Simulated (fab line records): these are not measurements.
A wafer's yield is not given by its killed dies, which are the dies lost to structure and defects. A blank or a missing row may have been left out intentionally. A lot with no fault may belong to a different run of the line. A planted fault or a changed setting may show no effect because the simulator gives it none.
Which tool did it? + flow n5-finfet + 45 wafers from 15 lots sampled at 5 of the route's 1938 steps

== WHAT THE GAUGES SHOWED, per wafer ==
N5_BEOL_M14_CD_MEAS_17: the cd target is 250 nm.
| lot  | measured     | on        | cd-nm (nm)        |
|------|--------------|-----------|-------------------|
| L892 | day 11 02:31 | cd-sem-02 | 248.1 248.2 248.7 |
| L895 | day 12 01:31 | cd-sem-01 | 252.6 250.2 250.4 |
| L893 | day 12 08:34 | cd-sem-02 | 253.5 249.5 251.2 |
| L896 | day 12 19:54 | cd-sem-01 | 250.4 252.0 247.0 |
| L898 | day 13 12:28 | cd-sem-03 | 252.4 251.2 252.7 |
| L899 | day 13 20:29 | cd-sem-03 | 249.2 248.7 247.9 |
| L907 | day 15 08:14 | cd-sem-03 | - - -             |
| L905 | day 15 08:46 | cd-sem-02 | - - -             |
| L906 | day 15 09:41 | cd-sem-01 | - - -             |
| L908 | day 15 11:16 | cd-sem-01 | 248.6 246.9 245.4 |
| L910 | day 16 07:57 | cd-sem-03 | 248.9 249.6 252.4 |
| L913 | day 17 10:09 | cd-sem-02 | 250.9 249.0 254.7 |
| L912 | day 17 13:59 | cd-sem-01 | 250.8 248.6 253.7 |
| L914 | day 17 16:31 | cd-sem-01 | 250.9 253.7 250.8 |
| L915 | day 18 06:48 | cd-sem-03 | 246.8 248.6 250.9 |

== EACH LOT AND THE TOOL THAT RAN IT (in order: tool; ch and the chambers of the sampled wafers; start) ==
| lot  | N5_BEOL_M13_SPUTTER_43       | N5_BEOL_M13_SPUTTER_44       | N5_BEOL_M13_ANNEAL_48            | N5_BEOL_M14_VIA_ETCH_16            |
|------|------------------------------|------------------------------|----------------------------------|------------------------------------|
| L892 | pvd-sputter-03, day 11 00:09 | pvd-sputter-03, day 11 00:14 | rtp-anneal-01 ch 0, day 11 00:35 | rie-diel-02 ch 0,2,3, day 11 02:10 |
| L895 | pvd-sputter-01, day 11 22:59 | pvd-sputter-01, day 11 23:04 | rtp-anneal-01 ch 0, day 11 23:25 | rie-diel-06 ch 1,2,3, day 12 01:10 |
| L893 | pvd-sputter-03, day 12 06:20 | pvd-sputter-03, day 12 06:25 | rtp-anneal-02 ch 0, day 12 06:49 | rie-diel-06 ch 0,1,2, day 12 08:13 |
| L896 | pvd-sputter-02, day 12 16:50 | pvd-sputter-02, day 12 16:55 | rtp-anneal-02 ch 0, day 12 17:45 | rie-diel-01 ch 0,1,3, day 12 19:33 |
| L898 | pvd-sputter-02, day 13 10:03 | pvd-sputter-02, day 13 10:08 | rtp-anneal-02 ch 0, day 13 10:29 | rie-diel-06 ch 0,2, day 13 12:07   |
| L899 | pvd-sputter-02, day 13 17:58 | pvd-sputter-02, day 13 18:03 | rtp-anneal-01 ch 0, day 13 18:25 | rie-diel-02 ch 2,3, day 13 20:06   |
| L907 | pvd-sputter-02, day 15 05:47 | pvd-sputter-02, day 15 05:52 | rtp-anneal-01 ch 0, day 15 06:14 | rie-diel-06 ch 1,2, day 15 07:51   |
| L905 | pvd-sputter-02, day 15 06:19 | pvd-sputter-02, day 15 06:23 | rtp-anneal-01 ch 0, day 15 06:47 | rie-diel-06 ch 1,3, day 15 08:25   |
| L906 | pvd-sputter-03, day 15 07:27 | pvd-sputter-03, day 15 07:32 | rtp-anneal-02 ch 0, day 15 07:56 | rie-diel-06 ch 1,3, day 15 09:20   |
| L908 | pvd-sputter-03, day 15 09:01 | pvd-sputter-03, day 15 09:05 | rtp-anneal-02 ch 0, day 15 09:32 | rie-diel-06 ch 2,3, day 15 10:55   |
| L910 | pvd-sputter-02, day 16 05:29 | pvd-sputter-02, day 16 05:34 | rtp-anneal-02 ch 0, day 16 06:01 | rie-diel-06 ch 1,3, day 16 07:35   |
| L913 | pvd-sputter-01, day 17 07:41 | pvd-sputter-01, day 17 07:46 | rtp-anneal-01 ch 0, day 17 08:10 | rie-diel-02 ch 0,2, day 17 09:48   |
| L912 | pvd-sputter-03, day 17 11:19 | pvd-sputter-03, day 17 11:24 | rtp-anneal-02 ch 0, day 17 11:51 | rie-diel-02 ch 0,2, day 17 13:35   |
| L914 | pvd-sputter-01, day 17 14:09 | pvd-sputter-01, day 17 14:14 | rtp-anneal-02 ch 0, day 17 14:35 | rie-diel-01 ch 0,2, day 17 16:10   |
| L915 | pvd-sputter-03, day 18 04:32 | pvd-sputter-03, day 18 04:37 | rtp-anneal-02 ch 0, day 18 05:04 | rie-diel-02 ch 0,2, day 18 06:27   |
- N5_BEOL_M13_SPUTTER_43: material TaN, target thk 15 nm, time 24.19 s.
- N5_BEOL_M13_SPUTTER_44: material Ta, target thk 10 nm, time 16.13 s.
- N5_BEOL_M13_ANNEAL_48: time 90 s.
- N5_BEOL_M14_VIA_ETCH_16: etches SiO2 in C4F8/O2/Ar, target depth 1231.3 nm.

== WHAT THE TOOLS THEMSELVES READ (means of the sampled wafers that have a number; where no wafer has one, the mark that the record gives instead) ==
N5_BEOL_M13_SPUTTER_43.
| lot  | tool           | throttle-valve-pct (%) |
|------|----------------|------------------------|
| L892 | pvd-sputter-03 | 30.2                   |
| L895 | pvd-sputter-01 | 29.1                   |
| L893 | pvd-sputter-03 | 30.1                   |
| L896 | pvd-sputter-02 | 30.2                   |
| L898 | pvd-sputter-02 | 29.5                   |
| L899 | pvd-sputter-02 | 29.4                   |
| L907 | pvd-sputter-02 | 29.6                   |
| L905 | pvd-sputter-02 | 29.5                   |
| L906 | pvd-sputter-03 | 30.1                   |
| L908 | pvd-sputter-03 | 30.0                   |
| L910 | pvd-sputter-02 | 30.1                   |
| L913 | pvd-sputter-01 | 29.0                   |
| L912 | pvd-sputter-03 | 29.3                   |
| L914 | pvd-sputter-01 | 30.1                   |
| L915 | pvd-sputter-03 | 30.0                   |

N5_BEOL_M13_SPUTTER_44.
| lot  | tool           | throttle-valve-pct (%) |
|------|----------------|------------------------|
| L892 | pvd-sputter-03 | 30.2                   |
| L895 | pvd-sputter-01 | 29.0                   |
| L893 | pvd-sputter-03 | 30.2                   |
| L896 | pvd-sputter-02 | 30.3                   |
| L898 | pvd-sputter-02 | 29.5                   |
| L899 | pvd-sputter-02 | 29.5                   |
| L907 | pvd-sputter-02 | 29.6                   |
| L905 | pvd-sputter-02 | 29.7                   |
| L906 | pvd-sputter-03 | 30.2                   |
| L908 | pvd-sputter-03 | 29.7                   |
| L910 | pvd-sputter-02 | 30.2                   |
| L913 | pvd-sputter-01 | 29.1                   |
| L912 | pvd-sputter-03 | 29.1                   |
| L914 | pvd-sputter-01 | 30.2                   |
| L915 | pvd-sputter-03 | 30.1                   |

N5_BEOL_M13_ANNEAL_48.
| lot  | tool          | wafer_temp_C_max |
|------|---------------|------------------|
| L892 | rtp-anneal-01 | 226.25           |
| L895 | rtp-anneal-01 | 226.09           |
| L893 | rtp-anneal-02 | 225.66           |
| L896 | rtp-anneal-02 | 225.53           |
| L898 | rtp-anneal-02 | 225.70           |
| L899 | rtp-anneal-01 | 226.19           |
| L907 | rtp-anneal-01 | 225.99           |
| L905 | rtp-anneal-01 | 226.13           |
| L906 | rtp-anneal-02 | 225.82           |
| L908 | rtp-anneal-02 | 225.64           |
| L910 | rtp-anneal-02 | 225.83           |
| L913 | rtp-anneal-01 | 225.94           |
| L912 | rtp-anneal-02 | 225.91           |
| L914 | rtp-anneal-02 | 225.64           |
| L915 | rtp-anneal-02 | 225.56           |

N5_BEOL_M14_VIA_ETCH_16.
| lot  | tool        | C4F8_flow_sccm (sccm) | O2_flow_sccm (sccm) | chamber-pressure-mTorr (mTorr) | drypump-motor-current-A (A) | oes-product-au (a.u.) | rf-vpp-V (V) | showerhead-plenum-p-Torr (Torr) | throttle-valve-pct (%) |
|------|-------------|-----------------------|---------------------|--------------------------------|-----------------------------|-----------------------|--------------|---------------------------------|------------------------|
| L892 | rie-diel-02 | 15.96                 | 12.00               | 20.000                         | 5.5                         | 0.65                  | 2245         | 3.38                            | 31.21                  |
| L895 | rie-diel-06 | 15.94                 | 11.98               | 19.981                         | 5.4                         | 0.70                  | 2214         | 3.42                            | 31.11                  |
| L893 | rie-diel-06 | 15.98                 | 11.99               | 20.024                         | 5.2                         | 0.68                  | 2223         | 3.49                            | 31.13                  |
| L896 | rie-diel-01 | 15.98                 | 12.02               | 20.006                         | 5.7                         | 0.71                  | 2248         | 3.45                            | 31.04                  |
| L898 | rie-diel-06 | 15.98                 | 12.01               | 20.000                         | 5.2                         | 0.61                  | 2200         | 3.53                            | 31.21                  |
| L899 | rie-diel-02 | 16.06                 | 12.01               | 20.013                         | 5.2                         | 0.63                  | 2278         | 3.45                            | 31.46                  |
| L907 | rie-diel-06 | -                     | -                   | -                              | -                           | -                     | -            | -                               | -                      |
| L905 | rie-diel-06 | -                     | -                   | -                              | -                           | -                     | -            | -                               | -                      |
| L906 | rie-diel-06 | -                     | -                   | -                              | -                           | -                     | -            | -                               | -                      |
| L908 | rie-diel-06 | 15.94                 | 12.02               | 20.005                         | 5.6                         | 0.62                  | 2181         | 3.37                            | 31.14                  |
| L910 | rie-diel-06 | 16.02                 | 12.04               | 20.004                         | 5.7                         | 0.69                  | 2188         | 3.31                            | 31.16                  |
| L913 | rie-diel-02 | 15.99                 | 12.03               | 20.007                         | 5.9                         | 0.70                  | 2224         | 3.40                            | 30.98                  |
| L912 | rie-diel-02 | 16.01                 | 12.02               | 19.974                         | 5.6                         | 0.77                  | 2266         | 3.53                            | 31.13                  |
| L914 | rie-diel-01 | 16.01                 | 12.01               | 20.029                         | 5.6                         | 0.66                  | 2207         | 3.43                            | 31.12                  |
| L915 | rie-diel-02 | 16.01                 | 11.93               | 20.011                         | 5.9                         | 0.68                  | 2224         | 3.40                            | 30.97                  |

== THE ANSWER, worked out from the rows above alone ==
Rule: what is usual is taken from the lots themselves. The widest of any qualifying gaps counts: lots, ordered by their means at a reading, are off when they make up no more than a third of the lots, leave a main group of 4 or more, and stand apart from it by 3 or more times the standard deviation of that group's means. If all means in a main group match to the digits the tables above print for the reading, that group is not used. A lot without any number at a reading at which 4 lots or more have one is off too. The other lots that the step has rows for count as sound. Order of review: gauges by route order, followed by the tools' own readings, for which a lot's mean as printed above is used. At the first step where some lot is off, the reading lying furthest off is the one used; lots without a number count as furthest.
Off, at N5_BEOL_M14_CD_MEAS_17 on cd-nm: L907, L905, L906. Without a number there: L907, L905, L906. The main group has a mean of 250.1 nm with a standard deviation of 1.6.
If a tool, at a process step before that reading, ran all the lots that are off and no sound lot after the first of them, it fits. The gauges at N5_BEOL_M14_CD_MEAS_17 aren't tried: what is off there is off at N5_BEOL_M14_VIA_ETCH_16 too, on other tools, and a gauge's error can't cause that. No candidate that was tried fits.

== WHAT HAD BEEN PUT IN BY THE SIMULATOR ==
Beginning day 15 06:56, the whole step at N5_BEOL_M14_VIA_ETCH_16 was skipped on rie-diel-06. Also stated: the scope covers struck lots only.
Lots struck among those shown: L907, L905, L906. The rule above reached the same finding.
